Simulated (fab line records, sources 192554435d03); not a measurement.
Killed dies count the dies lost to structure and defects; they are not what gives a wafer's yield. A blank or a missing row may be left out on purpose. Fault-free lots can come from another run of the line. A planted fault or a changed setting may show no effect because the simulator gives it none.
Problem report, 8D (eight disciplines) form, completed by code | flow n5_finfet | the parts of the form that need people (team, actions taken, sign-off) are left out

== 1. WHAT IS WRONG ==
At N5_PASSIVATION_PROBE_49, killed_at_M4_up averages 160 over 6 wafers from 2 lots, while fault-free wafers read 14, standard deviation 5.7. That is +26 standard deviations from the usual mean.
Seen first at day 15 11:41 on prober-01, wafer L703.2. Wafers with a number at this step in the record: 8, from 3 lots. By rule, "out" or "out of limits" means more than 4 standard deviations away from the usual mean. All remaining wafers that have a number are taken as sound.

== 2. WHAT IT IS, AND WHAT IT ISN'T ==
question                    | is                                                                                                   | is not
which readings at this step | killed_at_M4_up, defect_limited_yield, killed_dies, sort_bin_5_function, sort_n_pass, sort_yield_pct | killed_at_M0_to_M3, killed_at_contacts, killed_at_front_end, killed_at_other, killed_open, killed_short
which lots                  | L703, L706                                                                                           | L710
which wafers of those lots  | all that have a number                                                                               | -
read on which tools         | prober-01, prober-02                                                                                 | -
when                        | from day 15 11:41                                                                                    | up to then (0 sound wafers); but 2 sound wafers of L710 came after

== 3. THE SUSPECTS, EACH WITH WHAT RULES IT OUT ==
Counting: any tool at a process step up to the reading is kept as a suspect provided that every lot that is out went through it and no sound lot did after the first of them.
- rie_diel-02 at N5_BEOL_M7_STRIP_36 (strips in N2/H2): kept. It ran every lot that is out, first L703 (day 12 10:00), and no sound lot after that.
Remaining after the count: rie_diel-02 at N5_BEOL_M7_STRIP_36.

== 4. THE CAUSE (what the simulator had put in) ==
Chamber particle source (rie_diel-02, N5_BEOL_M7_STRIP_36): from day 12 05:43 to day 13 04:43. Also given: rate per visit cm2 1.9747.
This tool alone remained once counting was done.

== 5. THE EFFECT CHAIN, in route order ==
Rows list readings where the struck wafers' mean (over those with a number) sits beyond 3 standard deviations from the usual. Scope: only readings with a usual standard deviation given in the record; hours: median across lots of the time from each lot's start at the first step in this table that gives one to its start at this step; sigmas: change in usual standard deviations.
hours | step                    | reading              | usual  | on struck wafers | change | sigmas
0     | N5_PASSIVATION_PROBE_49 | defect_limited_yield | 90.9 % | 79.5             | -11.4  | -7.1
0     | N5_PASSIVATION_PROBE_49 | killed_at_M4_up      | 14     | 160              | +146   | +26
0     | N5_PASSIVATION_PROBE_49 | killed_dies          | 107    | 242              | +135   | +7.1
0     | N5_PASSIVATION_PROBE_49 | sort_bin_5_function  | 5.3 %  | 11.9             | +6.6   | +6.0
0     | N5_PASSIVATION_PROBE_49 | sort_n_pass          | 1073   | 938              | -135   | -7.1
0     | N5_PASSIVATION_PROBE_49 | sort_yield_pct       | 90.9 % | 79.5             | -11.4  | -7.1
Its process steps:
- N5_PASSIVATION_PROBE_49

== 6. WHAT WOULD HAVE CAUGHT IT SOONER ==
First out-of-limits reading in this record: day 15 11:41, which is 78 hours after fault onset at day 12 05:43.
No tool reading at N5_BEOL_M7_STRIP_36 that has a usual standard deviation in the record was out on any struck wafer, so an alarm limit of 4 standard deviations on those readings would not have fired.
By day 15 11:41 the whole set of lots that are out, 2 in number, had already begun N5_BEOL_M7_STRIP_36 on rie_diel-02. Tool hold at that time: it would have spared none of them.
